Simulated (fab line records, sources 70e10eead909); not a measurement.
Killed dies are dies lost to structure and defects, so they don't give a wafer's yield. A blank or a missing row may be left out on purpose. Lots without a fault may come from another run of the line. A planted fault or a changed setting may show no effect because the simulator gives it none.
Which tool did it? | flow nand_harc | 13 lots, 39 wafers sampled, at 5 steps of a route of 1159

WHAT THE GAUGES READ, wafer by wafer
NHARC_END_SORT_01. Usual: killed_at_array 27, standard deviation 10; killed_at_other 0.6, standard deviation 1; killed_at_periphery 3.4, standard deviation 2.7; killed_dies 31, standard deviation 9.7; killed_open 3.4, standard deviation 1.7; killed_short 2.2, standard deviation 1.5.
lot  | measured     | on        | killed_at_array | killed_at_other | killed_at_periphery | killed_dies | killed_open | killed_short | flag
L382 | day 18 20:31 | prober-01 | 30 33 33        | 1 4 1           | 3 1 1               | 34 38 35    | 5 2 3       | 1 2 0        |
L384 | day 20 03:45 | prober-01 | 16 20 17        | 1 3 1           | 10 6 5              | 27 29 23    | 4 4 2       | 3 3 4        |
L386 | day 20 09:55 | prober-01 | 28 27 25        | 0 1 0           | 4 3 2               | 32 31 27    | 3 2 2       | 4 1 3        |
L389 | day 20 17:53 | prober-02 | 8 17 18         | 1 0 0           | 2 1 5               | 11 18 23    | 3 3 8       | 0 5 5        |
L388 | day 20 18:31 | prober-01 | 39 31 34        | 0 0 1           | 1 5 3               | 40 36 38    | 2 5 3       | 4 1 4        |
L391 | day 21 14:04 | prober-02 | 32 27 29        | 2 1 2           | 2 4 1               | 36 32 32    | 3 1 5       | 1 3 1        |
L396 | day 22 23:04 | prober-02 | 30 21 37        | 1 0 0           | 2 2 1               | 33 23 38    | 4 2 6       | 1 1 3        |
L393 | day 22 22:17 | prober-01 | 29 34 31        | 0 0 0           | 3 0 0               | 32 34 31    | 5 2 2       | 1 3 0        |
L398 | day 23 14:16 | prober-02 | 30 25 32        | 0 2 1           | 1 2 1               | 31 29 34    | 2 2 6       | 2 2 2        |
L401 | day 24 04:32 | prober-02 | 17 25 21        | 0 0 1           | 9 4 9               | 26 29 31    | 2 5 2       | 6 3 1        |
L402 | day 24 12:23 | prober-01 | 30 31 32        | 0 0 0           | 1 1 4               | 31 32 36    | 3 3 7       | 4 4 2        |
L404 | day 24 22:47 | prober-02 | 52 49 42        | 1 2 1           | 6 4 6               | 59 55 49    | 4 6 5       | 1 3 0        |
L399 | day 24 20:17 | prober-01 | 52 39 52        | 0 1 0           | 2 1 2               | 54 41 54    | 5 1 2       | 6 3 4        |

WHICH TOOL RAN EACH LOT (tool, then ch and the chambers of the sampled wafers, then the start)
lot  | NHARC_A_WL_FILL_STRIP_27             | NHARC_A_WL_FILL_ALD_10           | NHARC_A_CONTACT_DEP_24          | NHARC_A_CONTACT_DEP_29
L382 | plasma_asher-01 ch 0,1, day 14 15:05 | ald_hk-01 ch 0,1,2, day 14 20:55 | pecvd-04 ch 0,1,2, day 15 14:40 | pecvd-04 ch 0,1,2, day 15 18:25
L384 | plasma_asher-01 ch 0,1, day 15 10:01 | ald_hk-01 ch 0,1,3, day 15 16:16 | pecvd-01 ch 1,2, day 16 07:21   | pecvd-01 ch 0,2, day 16 12:46
L386 | plasma_asher-01 ch 0,1, day 15 18:23 | ald_hk-02 ch 0,1, day 15 23:40   | pecvd-01 ch 1,2, day 16 16:12   | pecvd-02 ch 0,2, day 16 21:48
L389 | plasma_asher-01 ch 0,1, day 16 09:11 | ald_hk-04 ch 0,2,3, day 16 14:25 | pecvd-04 ch 0,2, day 17 15:15   | pecvd-01 ch 1,2, day 17 19:16
L388 | plasma_asher-01 ch 0,1, day 16 12:00 | ald_hk-01 ch 0,1,2, day 16 15:08 | pecvd-02 ch 0,1, day 17 10:56   | pecvd-01 ch 1,2, day 17 13:47
L391 | plasma_asher-01 ch 0,1, day 17 16:25 | ald_hk-02 ch 1,2,3, day 17 22:33 | pecvd-02 ch 0,1,2, day 18 14:21 | pecvd-02 ch 0,1,2, day 18 17:13
L396 | plasma_asher-01 ch 0,1, day 18 01:29 | ald_hk-04 ch 0,3, day 18 08:02   | pecvd-04 ch 0,1, day 19 07:38   | pecvd-02 ch 1,2, day 19 11:38
L393 | plasma_asher-01 ch 0,1, day 18 04:17 | ald_hk-01 ch 0,3, day 18 11:22   | pecvd-02 ch 1,2, day 19 03:30   | pecvd-04 ch 1,2, day 19 08:02
L398 | plasma_asher-02 ch 0,1, day 18 16:54 | ald_hk-01 ch 0,1,2, day 19 01:53 | pecvd-04 ch 0,1, day 19 16:22   | pecvd-04 ch 1,2, day 19 21:08
L401 | plasma_asher-02 ch 0,1, day 19 21:21 | ald_hk-04 ch 1,2, day 20 00:07   | pecvd-02 ch 0,2, day 20 19:26   | pecvd-01 ch 0,1, day 20 22:16
L402 | plasma_asher-02 ch 0,1, day 19 21:47 | ald_hk-02 ch 1,2,3, day 20 01:13 | pecvd-02 ch 0,1,2, day 21 05:02 | pecvd-01 ch 1,2, day 21 07:53
L404 | plasma_asher-01 ch 0,1, day 20 10:47 | ald_hk-04 ch 0,1,2, day 20 16:03 | pecvd-04 ch 0,2, day 21 13:11   | pecvd-04 ch 0,1, day 21 16:17
L399 | plasma_asher-02 ch 0,1, day 20 11:28 | ald_hk-01 ch 0,2,3, day 20 14:44 | pecvd-02 ch 0,1, day 21 12:58   | pecvd-01 ch 1,2, day 21 16:33
- NHARC_A_WL_FILL_STRIP_27: strips in N2/H2, time 20 s.
- NHARC_A_WL_FILL_ALD_10: deposits SiO2, target thk 50 nm, pulse time 10 s, ald cycles 500.
- NHARC_A_CONTACT_DEP_24: deposits SiO2, target thk 500 nm.
- NHARC_A_CONTACT_DEP_29: deposits SiON, target thk 70 nm.

WHAT THE TOOLS THEMSELVES READ (means of the sampled wafers that have a number; where no wafer has one, the mark that the record gives instead)
NHARC_A_WL_FILL_STRIP_27. Usual: drypump_motor_current_A 5.61 A, standard deviation 0.16; heater_power_w 316 W, standard deviation 32.
lot  | tool            | drypump_motor_current_A (A) | heater_power_w (W) | flag
L382 | plasma_asher-01 | 5.68                        | 350                |
L384 | plasma_asher-01 | 5.76                        | 337                |
L386 | plasma_asher-01 | 5.67                        | 350                |
L389 | plasma_asher-01 | 5.67                        | 349                |
L388 | plasma_asher-01 | 5.66                        | 347                |
L391 | plasma_asher-01 | 5.76                        | 324                |
L396 | plasma_asher-01 | 5.76                        | 327                |
L393 | plasma_asher-01 | 5.77                        | 329                |
L398 | plasma_asher-02 | 5.48                        | 296                |
L401 | plasma_asher-02 | 5.51                        | 292                |
L402 | plasma_asher-02 | 5.47                        | 301                |
L404 | plasma_asher-01 | 5.69                        | 337                |
L399 | plasma_asher-02 | 5.49                        | 297                |

NHARC_A_WL_FILL_ALD_10. Usual: heater_power_w 480 W, standard deviation 38; precursor_pulse_height_rel 1.002, standard deviation 0.019.
lot  | tool      | heater_power_w (W) | precursor_pulse_height_rel | flag
L382 | ald_hk-01 | 461                | 1.012                      |
L384 | ald_hk-01 | 465                | 0.993                      |
L386 | ald_hk-02 | 475                | 0.995                      |
L389 | ald_hk-04 | 515                | 1.000                      |
L388 | ald_hk-01 | 463                | 1.002                      |
L391 | ald_hk-02 | 504                | 1.001                      |
L396 | ald_hk-04 | 540                | 1.002                      |
L393 | ald_hk-01 | 470                | 0.992                      |
L398 | ald_hk-01 | 463                | 0.997                      |
L401 | ald_hk-04 | 489                | 0.993                      |
L402 | ald_hk-02 | 501                | 0.980                      |
L404 | ald_hk-04 | 491                | 0.976                      |
L399 | ald_hk-01 | 472                | 1.015                      |

NHARC_A_CONTACT_DEP_24. Usual: heater_power_w 517 W, standard deviation 83; throttle_valve_pct 16.2 %, standard deviation 0.59.
lot  | tool     | heater_power_w (W) | throttle_valve_pct (%) | flag
L382 | pecvd-04 | 519                | 16.1                   |
L384 | pecvd-01 | 473                | 16.7                   |
L386 | pecvd-01 | 500                | 16.7                   |
L389 | pecvd-04 | 544                | 15.7                   |
L388 | pecvd-02 | 565                | 16.1                   |
L391 | pecvd-02 | 464                | 16.4                   |
L396 | pecvd-04 | 519                | 15.7                   |
L393 | pecvd-02 | 549                | 16.3                   |
L398 | pecvd-04 | 443                | 15.2                   |
L401 | pecvd-02 | 498                | 16.5                   |
L402 | pecvd-02 | 552                | 16.6                   |
L404 | pecvd-04 | 508                | 15.8                   |
L399 | pecvd-02 | 539                | 16.3                   |

NHARC_A_CONTACT_DEP_29. Usual: heater_power_w 732 W, standard deviation 83.
lot  | tool     | heater_power_w (W) | flag
L382 | pecvd-04 | 726                |
L384 | pecvd-01 | 668                |
L386 | pecvd-02 | 648                |
L389 | pecvd-01 | 710                |
L388 | pecvd-01 | 724                |
L391 | pecvd-02 | 737                |
L396 | pecvd-02 | 792                |
L393 | pecvd-04 | 630                |
L398 | pecvd-04 | 729                |
L401 | pecvd-01 | 767                |
L402 | pecvd-01 | 814                |
L404 | pecvd-04 | 734                |
L399 | pecvd-01 | 743                |

THE ANSWER, worked out from the rows above alone
Rule: a lot is off if the mean of its wafers that have a number lies more than 3 standard deviations from the usual mean. A lot without any number at a reading at which 4 lots or more have one is off too. The other lots that the step has rows for count as sound. The gauges are gone through in route order, then the tools' own readings, and for those a lot's mean is taken as printed above. The first step at which some lot is off is used, and at that step the reading that is off furthest; a lot without a number counts as furthest.
No lot is off at any reading shown: from this, nothing can be told.

WHAT THE SIMULATOR HAD PUT IN
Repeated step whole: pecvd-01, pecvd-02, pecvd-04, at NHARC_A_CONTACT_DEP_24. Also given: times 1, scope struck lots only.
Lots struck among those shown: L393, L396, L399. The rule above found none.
